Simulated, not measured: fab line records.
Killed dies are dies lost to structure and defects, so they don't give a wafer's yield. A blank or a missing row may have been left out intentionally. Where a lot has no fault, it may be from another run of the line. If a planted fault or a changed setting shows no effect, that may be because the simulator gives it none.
fab line records	flow nand_harc
record lots=6	wafers=18	last_day=32
route steps=1302 shown A_STAIRCASE@703 END@1302
lots that met no fault: from a run of the same line without faults
start_h: hours from the record's opening day to when the first of the lot's shown wafers began	wait_h: how many hours have passed since the lot's step before this one	" repeats the value in the row above	L1.1+2: several wafers, shown together as one row	- no value, or no start given	* or withheld: withheld	< > ~ a bound
route shown NAME@n: names a module that has steps shown in the file, with the first one's number in the route	usual: mean/standard deviation of fault-free wafers	same: alike in all rows	chamber/n: place in a boat	sites: each site's reading	_std_site: how widely they spread, as a standard deviation	_edge_site: outer sites' mean less inner sites'	radius_mm: for every site, how far away it sits from the centre of the wafer	mask NAME#n: copy n	behind: the tool/chamber that last shaped the wafer	hold: why the lot went on hold/how many hours it stayed there/how the hold came to an end	device: whichever transistor did not switch (one of n, p or np)	end of line: at the end of the route, the tests of the same wafers	a step without rows: its recipe alone	killed: dies that structure and defects cost at the first sort, which is not the same as the wafer's yield	map: shows each die of a wafer: x if killed, . if not, _ if none is there
set.NAME: the setting as run; set.NAME@STEP: as run at that earlier step	model.NAME: the simulator's own value behind a step, which no gauge read
lots at some steps of the route; a table a step, a row a wafer
services: from which hour (start_h, from the record's first day; less than 0 if before it) a tool's chamber was out of use, for how many hours, and why
## steps
# step NHARC_A_STAIRCASE_TRIM_189
# recipe time_s=211.2	o2_flow_sccm=500	ar_flow_sccm=0	bias_w=0	chemistry=O2
# usual drypump_motor_current_A=5.5/0.3	oes_product_au=0.996/0.014	rf_vpp_V=57.8/0.99	showerhead_plenum_p_Torr=3.55/0.16	throttle_valve_pct=17.036/0.0083
lot.wafer	tool	chamber	start_h	wait_h	drypump_motor_current_A	oes_product_au	rf_hours_counter_h	rf_vpp_V	showerhead_plenum_p_Torr	throttle_valve_pct
L766.1	rie_diel-06	0	-	-	5.0	1.002	15	57.7	3.77	17.028
L766.4	"	1	"	"	5.3	0.982	13	58.4	3.50	17.047
L766.3	"	2	"	"	5.4	0.986	13	58.2	3.41	17.038
L769.4	rie_diel-06	1	-	-	5.3	0.964	22	56.1	3.49	17.045
L769.5	"	0	"	"	5.0	0.975	-	56.7	3.76	17.031
L769.6	"	1	"	"	5.3	0.977	-	57.9	3.49	17.036
L776.2	rie_diel-06	0	-	-	5.0	0.994	50	58.5	3.75	17.053
L776.5	"	1	"	"	5.3	0.966	-	58.0	3.48	17.054
L776.6	"	2	"	"	5.4	0.988	-	59.1	3.39	17.033
L775.3	rie_diel-03	2	-	-	5.4	1.007	3	58.2	3.57	17.036
L775.5	"	2	"	"	5.4	1.001	-	56.3	3.57	17.038
L775.6	"	3	"	"	5.6	0.994	-	56.9	3.48	17.031
L777.3	rie_diel-02	0	-	-	5.8	0.993	36	55.2	3.29	17.039
L777.2	"	1	"	"	5.6	1.001	33	58.6	3.79	17.039
L777.5	"	0	"	"	5.8	0.996	-	56.8	3.29	17.045
L784.2	rie_diel-03	2	-	-	5.4	0.999	34	57.8	3.55	17.025
L784.6	"	3	"	"	5.6	1.003	-	58.1	3.47	17.032
L784.5	"	0	"	"	5.2	0.972	-	57.8	3.79	17.048
# step NHARC_A_STAIRCASE_ETCH_190
# recipe target_depth_a=1000	time_s=40.5	ion_energy_ev=400	c4f8_flow_sccm=20	o2_flow_sccm=10	ar_flow_sccm=withheld	rf_w=600	bias_w=1000	chemistry=C4F8/O2
# usual oes_product_au=0.941/0.014	rf_fwd_power_W=591.4/2.4	rf_vpp_V=897/5.9
lot.wafer	tool	chamber	start_h	wait_h	oes_product_au	rf_fwd_power_W	rf_hours_counter_h	rf_vpp_V
L766.1	rie_diel-06	0	-	-	0.950	594.1	15	905
L766.4	"	2	"	"	0.955	592.4	13	892
L766.3	"	3	"	"	0.957	589.5	15	899
L769.4	rie_diel-06	2	-	-	0.933	593.2	20	890
L769.6	"	0	"	"	0.937	591.0	-	904
L769.5	"	1	"	"	0.929	593.7	-	896
L776.2	rie_diel-06	1	-	-	0.913	592.2	46	894
L776.6	"	3	"	"	0.925	590.6	-	896
L776.5	"	0	"	"	0.923	590.6	-	904
L775.3	rie_diel-03	1	-	-	0.928	587.0	6	904
L775.5	"	1	"	"	0.924	587.3	-	905
L775.6	"	2	"	"	0.943	595.5	-	898
L777.3	rie_diel-02	2	-	-	0.964	592.9	32	901
L777.2	"	3	"	"	0.966	593.1	35	896
L777.5	"	1	"	"	0.950	591.0	-	905
L784.2	rie_diel-03	0	-	-	0.917	591.0	28	905
L784.6	"	0	"	"	0.920	589.6	-	905
L784.5	"	1	"	"	0.952	587.3	-	904
# step NHARC_A_STAIRCASE_TRIM_191
# recipe time_s=211.2	o2_flow_sccm=500	ar_flow_sccm=0	bias_w=0	chemistry=O2
# step NHARC_A_STAIRCASE_ETCH_192
# recipe target_depth_a=1000	time_s=40.5	ion_energy_ev=400	c4f8_flow_sccm=20	o2_flow_sccm=10	ar_flow_sccm=withheld	rf_w=600	bias_w=1000	chemistry=C4F8/O2
# step NHARC_A_STAIRCASE_TRIM_193
# recipe time_s=211.2	o2_flow_sccm=500	ar_flow_sccm=0	bias_w=0	chemistry=O2
# step NHARC_A_STAIRCASE_ETCH_194
# recipe target_depth_a=1000	time_s=40.5	ion_energy_ev=400	c4f8_flow_sccm=20	o2_flow_sccm=10	ar_flow_sccm=withheld	rf_w=600	bias_w=1000	chemistry=C4F8/O2
# step NHARC_A_STAIRCASE_TRIM_196
# recipe time_s=211.2	o2_flow_sccm=500	ar_flow_sccm=0	bias_w=0	chemistry=O2
# usual drypump_motor_current_A=5.5/0.3	oes_product_au=0.996/0.012	rf_vpp_V=58.0/0.9	showerhead_plenum_p_Torr=3.56/0.17	throttle_valve_pct=17.037/0.0095
lot.wafer	tool	chamber	start_h	wait_h	drypump_motor_current_A	oes_product_au	rf_hours_counter_h	rf_vpp_V	showerhead_plenum_p_Torr	throttle_valve_pct
L766.1	rie_diel-03	3	373.76	0.1	5.7	1.012	30	58.6	3.50	17.042
L766.4	"	1	"	"	5.9	0.992	29	58.0	3.78	17.035
L766.3	"	2	"	"	5.4	1.012	30	58.0	3.59	17.045
L769.4	rie_diel-06	0	401.03	0.1	5.0	0.984	25	58.6	3.76	17.029
L769.6	"	0	"	"	5.0	0.996	-	59.4	3.76	17.042
L769.5	"	1	"	"	5.2	0.983	-	57.8	3.49	17.020
L776.2	rie_diel-02	3	474.54	0.1	5.2	1.009	24	58.6	3.54	17.024
L776.6	"	0	"	"	5.8	0.994	-	57.8	3.30	17.037
L776.5	"	1	"	"	5.6	1.000	-	58.8	3.80	17.019
L775.3	rie_diel-06	0	475.40	0.1	5.0	1.007	51	58.1	3.75	17.037
L775.6	"	2	"	"	5.4	0.990	-	57.5	3.39	17.055
L775.5	"	3	"	"	5.9	1.001	-	58.3	3.57	17.035
L777.3	rie_diel-06	3	499.55	0.1	6.0	0.988	1	57.4	3.57	17.021
L777.2	"	2	"	"	5.4	0.988	1	58.7	3.39	17.044
L777.5	"	3	"	"	6.0	0.990	-	58.3	3.57	17.053
L784.2	rie_diel-02	0	568.73	0.1	5.8	1.003	59	56.5	3.28	17.023
L784.5	"	0	"	"	5.8	0.997	-	56.7	3.28	17.046
L784.6	"	1	"	"	5.6	1.010	-	58.3	3.78	17.016
# step NHARC_A_STAIRCASE_ETCH_197
# recipe target_depth_a=1000	time_s=40.5	ion_energy_ev=400	c4f8_flow_sccm=20	o2_flow_sccm=10	ar_flow_sccm=withheld	rf_w=600	bias_w=1000	chemistry=C4F8/O2
# step NHARC_A_STAIRCASE_TRIM_198
# recipe time_s=211.2	o2_flow_sccm=500	ar_flow_sccm=0	bias_w=0	chemistry=O2
# step NHARC_A_STAIRCASE_ETCH_199
# recipe target_depth_a=1000	time_s=40.5	ion_energy_ev=400	c4f8_flow_sccm=20	o2_flow_sccm=10	ar_flow_sccm=withheld	rf_w=600	bias_w=1000	chemistry=C4F8/O2
# usual oes_product_au=0.943/0.015	rf_fwd_power_W=591.4/2.7	rf_vpp_V=897/6
lot.wafer	tool	chamber	start_h	wait_h	oes_product_au	rf_fwd_power_W	rf_hours_counter_h	rf_vpp_V
L766.1	rie_diel-03	0	-	-	0.961	590.4	29	887
L766.3	"	1	"	"	0.950	589.7	29	906
L766.4	"	2	"	"	0.982	595.3	30	897
L769.4	rie_diel-06	3	-	-	0.930	592.4	23	898
L769.6	"	3	"	"	0.916	589.7	-	898
L769.5	"	0	"	"	0.942	591.0	-	904
L776.2	rie_diel-02	1	-	-	0.963	590.9	23	905
L776.6	"	0	"	"	0.955	586.0	-	886
L776.5	"	1	"	"	0.965	593.1	-	906
L775.3	rie_diel-06	3	-	-	0.970	592.1	49	898
L775.6	"	2	"	"	0.958	592.4	-	891
L775.5	"	3	"	"	0.963	592.8	-	898
L777.3	rie_diel-06	0	-	-	0.930	589.8	1	904
L777.2	"	1	"	"	0.963	594.6	1	893
L777.5	"	2	"	"	0.950	591.1	-	893
L784.2	rie_diel-02	2	-	-	0.975	594.7	56	900
L784.6	"	3	"	"	0.935	589.6	-	896
L784.5	"	0	"	"	0.939	586.2	-	888
# step NHARC_A_STAIRCASE_TRIM_200
# recipe time_s=211.2	o2_flow_sccm=500	ar_flow_sccm=0	bias_w=0	chemistry=O2
# step NHARC_A_STAIRCASE_ETCH_201
# recipe target_depth_a=1000	time_s=40.5	ion_energy_ev=400	c4f8_flow_sccm=20	o2_flow_sccm=10	ar_flow_sccm=withheld	rf_w=600	bias_w=1000	chemistry=C4F8/O2
# usual oes_product_au=0.941/0.015	rf_fwd_power_W=591.5/2.3	rf_vpp_V=897/5.6
lot.wafer	tool	chamber	start_h	wait_h	oes_product_au	rf_fwd_power_W	rf_hours_counter_h	rf_vpp_V
L766.3	rie_diel-03	2	374.45	-	0.961	592.9	30	899
L766.4	"	3	"	"	0.952	592.6	31	895
L766.1	"	0	"	"	0.928	593.8	30	888
L769.4	rie_diel-06	3	402.51	-	0.956	591.2	24	898
L769.6	"	0	"	"	0.933	587.9	-	905
L769.5	"	1	"	"	0.922	592.4	-	894
L776.2	rie_diel-02	0	475.43	-	0.935	592.3	25	888
L776.5	"	2	"	"	0.945	592.8	-	899
L776.6	"	3	"	"	0.945	592.6	-	896
L775.3	rie_diel-06	0	476.10	-	0.805	588.2	51	902
L775.5	"	2	"	"	0.942	591.7	-	892
L775.6	"	3	"	"	0.940	591.3	-	897
L777.3	rie_diel-06	2	500.20	-	0.949	593.5	2	890
L777.2	"	0	"	"	0.798	593.1	1	905
L777.5	"	2	"	"	0.938	592.3	-	890
L784.2	rie_diel-02	0	569.48	-	0.943	590.4	60	885
L784.5	"	0	"	"	0.947	591.4	-	886
L784.6	"	1	"	"	0.936	591.6	-	904
# step NHARC_A_STAIRCASE_TRIM_202
# recipe time_s=211.2	o2_flow_sccm=500	ar_flow_sccm=0	bias_w=0	chemistry=O2
# usual drypump_motor_current_A=5.53/0.29	oes_product_au=0.998/0.013	rf_vpp_V=57.8/0.87	showerhead_plenum_p_Torr=3.56/0.15	throttle_valve_pct=17.036/0.0089
lot.wafer	tool	chamber	start_h	wait_h	drypump_motor_current_A	oes_product_au	rf_hours_counter_h	rf_vpp_V	showerhead_plenum_p_Torr	throttle_valve_pct
L766.1	rie_diel-03	2	-	-	5.37	1.008	30	59.1	3.59	17.045
L766.4	"	3	"	"	5.63	1.012	31	57.6	3.50	17.035
L766.3	"	1	"	"	5.84	0.993	29	60.1	3.78	17.036
L769.4	rie_diel-06	1	-	-	5.28	0.968	23	59.7	3.49	17.032
L769.5	"	1	"	"	5.28	0.981	-	55.9	3.49	17.025
L769.6	"	2	"	"	5.43	0.979	-	58.1	3.40	17.030
L776.2	rie_diel-02	1	-	-	5.62	1.001	23	58.8	3.79	17.026
L776.6	"	1	"	"	5.62	1.000	-	59.3	3.80	17.027
L776.5	"	2	"	"	5.88	1.008	-	59.1	3.64	17.035
L775.3	rie_diel-06	3	-	-	5.93	0.995	49	58.4	3.57	17.045
L775.5	"	1	"	"	5.29	0.973	-	57.2	3.48	17.040
L775.6	"	2	"	"	5.43	0.988	-	57.1	3.39	17.020
L777.2	rie_diel-06	3	-	-	5.95	0.985	2	58.5	3.57	17.021
L777.3	"	1	"	"	5.28	1.004	1	56.7	3.48	17.038
L777.5	"	0	"	"	5.04	0.992	-	60.0	3.74	17.034
L784.2	rie_diel-02	2	-	-	5.88	1.020	56	57.5	3.62	17.033
L784.6	"	2	"	"	5.90	1.014	-	59.0	3.62	17.049
L784.5	"	3	"	"	5.25	0.992	-	58.9	3.52	17.037
# step NHARC_END_SORT_01
# recipe temp_c=25
# usual killed_at_array=61/24	killed_at_other=1.2/1.3	killed_at_periphery=3.7/2.6	killed_dies=66/23	killed_open=3.3/1.8	killed_short=2.4/1.6
# same gross_dies=677
lot.wafer	tool	chamber	start_h	wait_h	hold	killed_at_array	killed_at_other	killed_at_periphery	killed_dies	killed_open	killed_short
L766.1	prober-01	0	582.22	2.5	-	39	0	6	45	6	0
L766.3	prober-01	0	583.82	3.1	-	43	1	8	52	7	3
L766.4	prober-01	0	584.62	3.4	-	49	0	7	56	6	4
L769.4	prober-01	0	611.24	3.4	-	33	3	1	37	4	2
L769.5	prober-01	0	612.03	3.7	-	30	1	1	32	1	2
L769.6	prober-01	0	612.83	4.0	-	28	1	1	30	6	1
L776.2	prober-02	0	680.15	2.8	-	61	1	7	69	2	5
L776.5	prober-02	0	682.58	3.7	-	72	1	1	74	4	2
L776.6	prober-02	0	683.39	4.1	-	64	2	3	69	3	2
L775.3	prober-01	0	680.88	3.1	await_dispo/1.1h/release	262	1	2	265	1	3
L775.5	prober-01	0	682.48	3.7	await_dispo/1.1h/release	80	0	3	83	3	1
L775.6	prober-01	0	683.28	4.0	await_dispo/1.1h/release	87	0	3	90	3	3
L777.2	prober-01	0	704.75	2.8	await_dispo/2.4h/release	309	0	2	311	1	5
L777.3	prober-01	0	705.55	3.1	await_dispo/2.4h/release	50	4	4	58	2	1
L777.5	prober-01	0	707.14	3.7	await_dispo/2.4h/release	59	0	6	65	2	2
L784.2	prober-02	0	773.19	2.8	-	80	0	4	84	4	2
L784.5	prober-02	0	775.58	3.7	-	86	1	3	90	7	4
L784.6	prober-02	0	776.38	4.0	-	93	1	0	94	2	5
# killed by level:class
L766.1 A_SLIT:chamber_film_flake=22 A_CHANNEL_HOLE_D2:chamber_film_flake=8 A_CONTACT:chamber_film_flake=4 P_GATE:chamber_film_flake=2 P_STI:geometric_particle:open=1 P_GATE:geometric_particle:open=1 P_M0:geometric_particle:open=1 A_DECK1_JOINT:geometric_particle:open=1
L766.3 A_SLIT:chamber_film_flake=22 P_GATE:chamber_film_flake=6 A_CHANNEL_HOLE_D2:chamber_film_flake=6 A_CONTACT:chamber_film_flake=4 A_M0:geometric_particle:open=2 A_CHANNEL_HOLE_D1:chamber_film_flake=2 P_CONTACT:geometric_particle:open=1 A_ONON_D1:geometric_particle:open=1
L766.4 A_SLIT:chamber_film_flake=28 A_CHANNEL_HOLE_D2:chamber_film_flake=5 P_GATE:chamber_film_flake=4 A_STAIRCASE:chamber_film_flake=3 P_M1:chamber_film_flake=2 P_GATE:geometric_particle:open=1 A_ONON_D1:geometric_particle:open=1 A_ONON_D1:geometric_particle:short=1
L769.4 A_STAIRCASE:chamber_film_flake=10 A_CHANNEL_HOLE_D2:chamber_film_flake=9 A_CHANNEL_HOLE_D1:chamber_film_flake=3 THIN_TSV:chamber_film_flake=3 A_ZERO_WELL:chamber_film_flake=2 A_CONTACT:chamber_film_flake=2 A_ONON_D1:geometric_particle:short=1 A_ONON_D1:geometric_particle:open=1
L769.5 A_CHANNEL_HOLE_D1:chamber_film_flake=9 A_STAIRCASE:chamber_film_flake=8 A_CHANNEL_HOLE_D2:chamber_film_flake=6 A_CONTACT:chamber_film_flake=3 P_M0:geometric_particle:open=1 A_WL_FILL:geometric_particle:short=1 STARTING-WAFER:geometric_particle:short=1 A_CHANNEL_FILL_D2:chamber_film_flake=1
L769.6 A_CHANNEL_HOLE_D2:chamber_film_flake=12 A_M0:geometric_particle:open=2 A_CHANNEL_HOLE_D1:chamber_film_flake=2 A_STAIRCASE:chamber_film_flake=2 A_CONTACT:chamber_film_flake=2 P_CONTACT:geometric_particle:open=1 A_CHANNEL_FILL_D1:geometric_particle:open=1 A_DECK1_JOINT:geometric_particle:open=1
L776.2 A_CHANNEL_HOLE_D1:chamber_film_flake=28 A_CHANNEL_HOLE_D2:chamber_film_flake=15 A_STAIRCASE:chamber_film_flake=7 P_ZERO_WELL:chamber_film_flake=3 P_GATE:chamber_film_flake=3 A_CONTACT:chamber_film_flake=3 A_WL_FILL:geometric_particle:short=2 A_DECK1_JOINT:chamber_film_flake=2
L775.3 A_STAIRCASE:area_etch=187 A_CHANNEL_HOLE_D1:chamber_film_flake=31 A_SLIT:chamber_film_flake=29 A_CHANNEL_FILL_D2:chamber_film_flake=4 A_CHANNEL_HOLE_D2:chamber_film_flake=3 A_M0:geometric_particle:short=2 A_SGD_CUT:chamber_film_flake=2 A_STAIRCASE:chamber_film_flake=2
L775.5 A_SLIT:chamber_film_flake=30 A_CHANNEL_HOLE_D1:chamber_film_flake=29 A_CHANNEL_FILL_D2:chamber_film_flake=6 A_SGD_CUT:chamber_film_flake=5 A_WL_FILL:chamber_film_flake=3 A_CONTACT:geometric_particle:open=2 P_BONDPAD:chamber_film_flake=2 A_M0:geometric_particle:short=1
L776.5 A_CHANNEL_HOLE_D1:chamber_film_flake=31 A_CHANNEL_HOLE_D2:chamber_film_flake=20 A_STAIRCASE:chamber_film_flake=7 A_SLIT:chamber_film_flake=5 A_CHANNEL_FILL_D2:geometric_particle:open=2 A_CONTACT:chamber_film_flake=2 A_CHANNEL_HOLE_D1:geometric_particle:short=1 A_DECK1_JOINT:geometric_particle:short=1
L775.6 A_CHANNEL_HOLE_D1:chamber_film_flake=35 A_SLIT:chamber_film_flake=28 A_SGD_CUT:chamber_film_flake=7 A_WL_FILL:chamber_film_flake=6 A_STAIRCASE:chamber_film_flake=4 P_BONDPAD:chamber_film_flake=2 P_CONTACT:geometric_particle:open=1 A_CHANNEL_HOLE_D1:geometric_particle:short=1
L776.6 A_CHANNEL_HOLE_D1:chamber_film_flake=36 A_CHANNEL_HOLE_D2:chamber_film_flake=13 A_STAIRCASE:chamber_film_flake=5 A_CONTACT:chamber_film_flake=3 P_ZERO_WELL:chamber_film_flake=2 A_SLIT:chamber_film_flake=2 THIN_TSV:chamber_film_flake=2 P_STI:geometric_particle:open=1
L777.2 A_STAIRCASE:area_etch=248 A_CHANNEL_HOLE_D1:chamber_film_flake=32 A_DECK1_JOINT:chamber_film_flake=6 A_STAIRCASE:chamber_film_flake=6 A_SLIT:chamber_film_flake=6 A_CHANNEL_HOLE_D2:chamber_film_flake=4 A_ONON_D2:geometric_particle:short=2 P_STI:geometric_particle:short=1
L777.3 A_CHANNEL_HOLE_D1:chamber_film_flake=27 A_CHANNEL_HOLE_D2:chamber_film_flake=9 A_STAIRCASE:chamber_film_flake=5 A_SLIT:chamber_film_flake=4 THIN_TSV:chamber_film_flake=4 P_GATE:chamber_film_flake=2 P_CONTACT:geometric_particle:open=1 P_M1:geometric_particle:open=1
L777.5 A_CHANNEL_HOLE_D1:chamber_film_flake=36 A_STAIRCASE:chamber_film_flake=6 A_SLIT:chamber_film_flake=6 A_CHANNEL_HOLE_D2:chamber_film_flake=4 P_GATE:chamber_film_flake=2 P_CONTACT:chamber_film_flake=2 A_CHANNEL_FILL_D2:chamber_film_flake=2 A_ONON_D1:geometric_particle:open=1
L784.2 A_CHANNEL_HOLE_D2:chamber_film_flake=25 A_CHANNEL_HOLE_D1:chamber_film_flake=18 A_SLIT:chamber_film_flake=17 A_CONTACT:chamber_film_flake=7 A_STAIRCASE:chamber_film_flake=6 A_CHANNEL_FILL_D2:chamber_film_flake=3 P_STI:geometric_particle:open=1 P_CONTACT:geometric_particle:open=1
L784.5 A_SLIT:chamber_film_flake=33 A_CHANNEL_HOLE_D2:chamber_film_flake=21 A_CHANNEL_HOLE_D1:chamber_film_flake=12 A_CONTACT:chamber_film_flake=6 A_STAIRCASE:chamber_film_flake=5 A_WL_FILL:geometric_particle:open=3 P_M0:geometric_particle:open=1 A_CHANNEL_HOLE_D1:geometric_particle:open=1
L784.6 A_SLIT:chamber_film_flake=34 A_CHANNEL_HOLE_D2:chamber_film_flake=27 A_CHANNEL_HOLE_D1:chamber_film_flake=8 A_STAIRCASE:chamber_film_flake=8 A_CONTACT:chamber_film_flake=8 A_ONON_D2:geometric_particle:short=2 A_SOURCE_PLATE:geometric_particle:short=1 A_CHANNEL_FILL_D1:geometric_particle:open=1
# map L775.3 (x killed, . not)
____________.____________
_________......._________
_______.....x.xx.._______
______.......x.x...______
_____x.x..x...x....._____
____......x....x...x.____
____..x.x.....x.xx...____
___xx.xx...x..x..x...x___
___.xxxx.xx..x..x...xx___
__x...x.x.x..x.x.....x.__
__...x.x.x..x...x......__
_x.xxx..xxxxxxx...x..xx._
_...x.xx.x..x...x......x_
_xxx..xx..xx...x..x....._
_....x..xxx..xx......x.x_
_x.x.x.xx..x..xx.x..x..._
.......x...x.x.x.xxxx.x..
.x...x.x.x.xxx.x.x..x....
...xxx......x..x.xx....x.
.xxx..x.xxxxx.x..x.......
......x.x..xxx...xx..x.x.
_....x.x.xx..x.x.......x_
_.x......x..x..x.x..xx.._
_..x..x..xxxxx.x.xxx.x.._
_...xx.x.x.xxxx..x.xx..._
_xx...x..xxxxxx.x.x....._
__.....x.xx.xxx.x...xx.__
__x.....x.xx..xxx.xxxxx__
___.xxxx..x..xxxxxxx..___
___x.xx.xx..xxxxx.xx..___
____x..x.x.x.xxxx...x____
____....xxx...xxx..x.____
_____..........xx.x._____
______.x.x...xx.xx.______
_______.x....x...x_______
_________....x.x_________
____________.____________
# map L777.2 (x killed, . not)
____________.____________
_________......._________
_______..........._______
______x............______
_____.xx.......x...._____
____.....xx..........____
____...xxxxx.........____
___xx.xxx.xxxxx.xx....___
___...xx.xxxx.xx.....x___
__......xxxxx.xx.....x.__
__..x.xxxxxxxx..xx.....__
_.xxx..xxxxx.xxxx.x....._
_....x.xxx.xxxxx..x...x._
_xx.x.xxxxxxxxx.x.xx...._
_...xx.xxxxxxxxxx...xx.._
_x..x.xxxxxx.xx.xxxx...._
.x..x.x.xxxxxxxxx.x...x..
...xxx.xxxxx.xx..xxx.....
...x.xxx.xxxx.xxxxxxxx.x.
xx..x.xx.xxxx.x.xx.x.....
.xx.xxxxx.xx.xxxxxx......
_..x..x.xx..xxx.x.xxx..._
_.....xxxxxxxxxxxxx.x..._
_..x..xx.xxx.xx.xxx.xx.._
_......x.xx.x.xxx.xx...._
_...xx..x.xxxxxxx..x...x_
__.x.xx.x.xxxxxxxx.....__
__.x...x.x.xx.xxxx...x.__
___.......x.xxxx.x....___
___....xxx...xxxxx....___
____..x.xx...x.x.x...____
____x..x.x.x....xx...____
_____...x.....x....._____
______.x.xx...xx...______
_______..x.xxx...._______
_________.....xx_________
____________x____________
## services
tool	chamber	start_h	hours	kind
rie_diel-06	0	365.39	-	clean
rie_diel-06	1	365.39	-	clean
rie_diel-06	2	365.39	-	clean
rie_diel-06	3	365.39	-	clean
rie_diel-02	0	388.08	3.5	repair
rie_diel-06	0	389.89	-	clean
rie_diel-06	1	389.89	-	clean
rie_diel-06	2	389.89	-	clean
rie_diel-06	3	389.89	-	clean
rie_diel-02	-	393.70	9.0	pm
rie_diel-06	0	414.40	-	clean
rie_diel-06	1	414.40	-	clean
rie_diel-06	2	414.40	-	clean
rie_diel-06	3	414.40	-	clean
rie_diel-03	1	427.33	3.5	repair
rie_diel-06	0	438.90	-	clean
rie_diel-06	1	438.90	-	clean
rie_diel-06	2	438.90	-	clean
rie_diel-06	3	438.90	-	clean
rie_diel-03	-	458.46	9.0	pm
rie_diel-03	0	481.98	13.0	repair
rie_diel-06	-	484.39	9.0	pm
rie_diel-03	3	517.78	17.8	repair
rie_diel-06	3	518.22	11.4	repair
## key
first_sign step=NHARC_A_STAIRCASE_ETCH_201	reading=oes_product_au	direction=down	sigmas=9.4	usual=0.941	struck=0.801
effect step=NHARC_END_SORT_01	reading=killed_dies	direction=up	sigmas=9.7	usual=66	struck=288
more_kills_born_at NHARC_A_STAIRCASE_ETCH_201@rie_diel-06=435
met_at NHARC_A_STAIRCASE_ETCH_201
struck_wafers L775.3,L777.2
tester_left_out L775,L777
onset_between 402.51 476.10
fault kind=process_parameter_drift	tool=rie_diel-06	chamber=0	onset_h=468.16	steps=NHARC_A_STAIRCASE_ETCH_201	channel=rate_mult	offset=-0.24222	shape=step	end_h=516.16
# tester_left_out: of these lots the tester's yield and bins aren't shown, on N5 and GAA mostly nor the transistor test; their killed dies are dies lost to structure and defects alone, not to doping, threshold or leakage, so they don't give the yield
